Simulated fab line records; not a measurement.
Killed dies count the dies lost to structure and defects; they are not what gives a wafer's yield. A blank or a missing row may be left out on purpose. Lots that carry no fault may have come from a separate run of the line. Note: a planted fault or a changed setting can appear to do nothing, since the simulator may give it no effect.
Split-lot trial | flow n5-finfet | 21 wafers read across 7 lots, on a route 1938 steps long

== ABOUT THE SPLIT ==
At N5_SD_EPI_P_ETCH_16 (etches SiO2 in CHF3/O2, target depth 5 nm), the setting target-depth-a was moved away from the recipe's 50 angstrom on 6 of the 21 wafers read, by -6.9% to +11.7%. The other wafers ran this setting at the recipe's value.

The reading comes from the split's own step.

== THE READING ==
etch.depth-nm (the simulator's own value, which no gauge read), in nm, at N5_SD_EPI_P_ETCH_16 (etches SiO2 in CHF3/O2, target depth 5 nm). No usual value for it is given in the file. The 15 wafers here that ran the recipe average 4.971 nm, standard deviation 0.056 nm.

wafer  | tool, chamber at the split | target-depth-a as run, angstrom | against the recipe | etch.depth-nm, nm | against lot-mates on the recipe
L074.2 | rie-diel-03, 2             | 52.82                           | +5.6%              | 5.4               | +0.423
L074.4 | rie-diel-03, 3             | 50                              | recipe             | 4.977             | -
L074.6 | rie-diel-03, 3             | 52.82                           | +5.6%              | 5.33              | +0.353
L075.3 | rie-diel-01, 3             | 50                              | recipe             | 4.958             | -
L075.5 | rie-diel-01, 0             | 52.44                           | +4.9%              | 5.15              | +0.192
L075.6 | rie-diel-01, 1             | 52.44                           | +4.9%              | 5.22              | +0.262
L080.1 | rie-diel-01, 0             | 50                              | recipe             | 4.822             | -
L080.2 | rie-diel-01, 2             | 50                              | recipe             | 5.042             | -
L080.4 | rie-diel-01, 1             | 50                              | recipe             | 4.929             | -
L082.1 | rie-diel-03, 0             | 55.87                           | +11.7%             | 5.593             | +0.585
L082.3 | rie-diel-03, 3             | 50                              | recipe             | 4.982             | -
L082.6 | rie-diel-03, 2             | 50                              | recipe             | 5.034             | -
L084.3 | rie-diel-06, 3             | 50                              | recipe             | 4.966             | -
L084.4 | rie-diel-06, 1             | 50                              | recipe             | 5.017             | -
L084.5 | rie-diel-06, 1             | 50                              | recipe             | 4.961             | -
L088.2 | rie-diel-03, 1             | 50                              | recipe             | 4.902             | -
L088.4 | rie-diel-03, 3             | 50                              | recipe             | 4.996             | -
L088.6 | rie-diel-03, 3             | 50                              | recipe             | 4.973             | -
L091.3 | rie-diel-06, 2             | 46.55                           | -6.9%              | 4.72              | -0.281
L091.5 | rie-diel-06, 1             | 50                              | recipe             | 5.051             | -
L091.6 | rie-diel-06, 0             | 50                              | recipe             | 4.95              | -

FIT RESULTS
A straight line over all 21 wafers: etch.depth-nm changes by +0.0514 nm for each +1% of target-depth-a; r = +0.94; the points scatter about the line by 0.067 nm.
The same after taking each lot's own level away (the mean of its wafers on the recipe; 21 wafers): +0.051 nm for each +1%; r = +0.95; scatter 0.059 nm.
Per that fit: largest target-depth-a move, reading shift of 0.6 nm.
The span of the lots' own levels, 4.9310 to 5.0080 nm, comes to 1.4 times the standard deviation stated above.
Consequently the slope shifts little with the lot-to-lot level, the two slopes agreeing.
Check: +0.63 nm against its lot-mates is what the line predicts for one of the wafers moved furthest among these (+11.7%) when that wafer is left out of the fit. Against them it came out at +0.585 nm.

== THE FILE'S OWN FIT ==
etch.depth-nm changes by +0.0502 nm for each +1% of target-depth-a, r = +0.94.
